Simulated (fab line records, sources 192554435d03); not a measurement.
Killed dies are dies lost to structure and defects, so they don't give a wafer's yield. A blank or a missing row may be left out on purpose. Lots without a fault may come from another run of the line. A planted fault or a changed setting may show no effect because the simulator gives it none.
One fault seen from 2 desks | flow n5_finfet | each desk has only its own numbers; what lay behind them comes last

THE TOOL OWNER'S DESK: ald_sin-02
The tool's own readings at N5_SPACER0_ALD_00 (deposits SiOCN, target thk 3.5 nm, pulse time 3 s, purge time 2 s): means of the sampled wafers that have a number, for each lot that ran on this tool. A lot is out of limits, marked OUT, if its mean lies more than 4 standard deviations from the usual mean; the brackets give that distance.
Columns: A = heater_power_w at N5_SPACER0_ALD_00, usual 815 W; B = precursor_pulse_height_rel at N5_SPACER0_ALD_00, usual 0.999
lot  | first seen here | A   | B
L311 | day 4 10:42     | 810 | 0.988
L316 | day 5 22:53     | 812 | 0.991
L318 | day 6 14:13     | 866 | 0.993
L328 | day 9 03:19     | 865 | 0.983
This desk's finding: nothing out of limits on any of the 4 lots.

THE METROLOGY DESK
What the gauges read, lot by lot, whatever tool the lot ran on: means of the sampled wafers that have a number. A lot is out of limits, marked OUT, if its mean lies more than 4 standard deviations from the usual mean; the brackets give that distance. Of its 10 readings 7 are shown: those that lie furthest out on some lot.
Columns: A = DIBL_P at N5_BEOL_M4_RC_MEAS_101, usual 36.0 mV/V; B = IOFF_P at N5_BEOL_M4_RC_MEAS_101, usual 0.21 nA/um; C = ION_N at N5_BEOL_M4_RC_MEAS_101, usual 675 uA/um; D = ION_P at N5_BEOL_M4_RC_MEAS_101, usual 464 uA/um; E = SS_P at N5_BEOL_M4_RC_MEAS_101, usual 73.3 mV/dec; F = VT_N at N5_BEOL_M4_RC_MEAS_101, usual 250 mV; G = VT_P at N5_BEOL_M4_RC_MEAS_101, usual -250 mV
lot  | first seen here | A    | B    | C   | D   | E    | F   | G
L305 | day 7 18:26     | 38.7 | 0.28 | 692 | 475 | 74.2 | 246 | -245
L307 | day 8 06:11     | 33.3 | 0.16 | 658 | 450 | 72.8 | 253 | -255
L311 | day 9 06:25     | 38.0 | 0.23 | 694 | 474 | 74.4 | 247 | -247
L325 | day 13 01:41    | 37.7 | 0.19 | 686 | 462 | 73.2 | 247 | -254
L316 | day 13 07:37    | 36.4 | 0.24 | 677 | 462 | 73.5 | 250 | -249
L320 | day 13 14:40    | 34.9 | 0.17 | 670 | 458 | 72.9 | 254 | -254
L318 | day 14 08:04    | 36.6 | 0.22 | 670 | 464 | 73.9 | 253 | -251
L317 | day 14 14:58    | 35.5 | 0.23 | 682 | 469 | 73.0 | 247 | -247
L328 | day 15 04:40    | 36.9 | 0.21 | 667 | 458 | 73.5 | 251 | -249
This desk's finding: nothing out of limits on any of the 9 lots.

PUT TOGETHER
The tool owner's desk saw nothing out of limits.
The metrology desk saw nothing out of limits.

WHAT THE SIMULATOR HAD PUT IN
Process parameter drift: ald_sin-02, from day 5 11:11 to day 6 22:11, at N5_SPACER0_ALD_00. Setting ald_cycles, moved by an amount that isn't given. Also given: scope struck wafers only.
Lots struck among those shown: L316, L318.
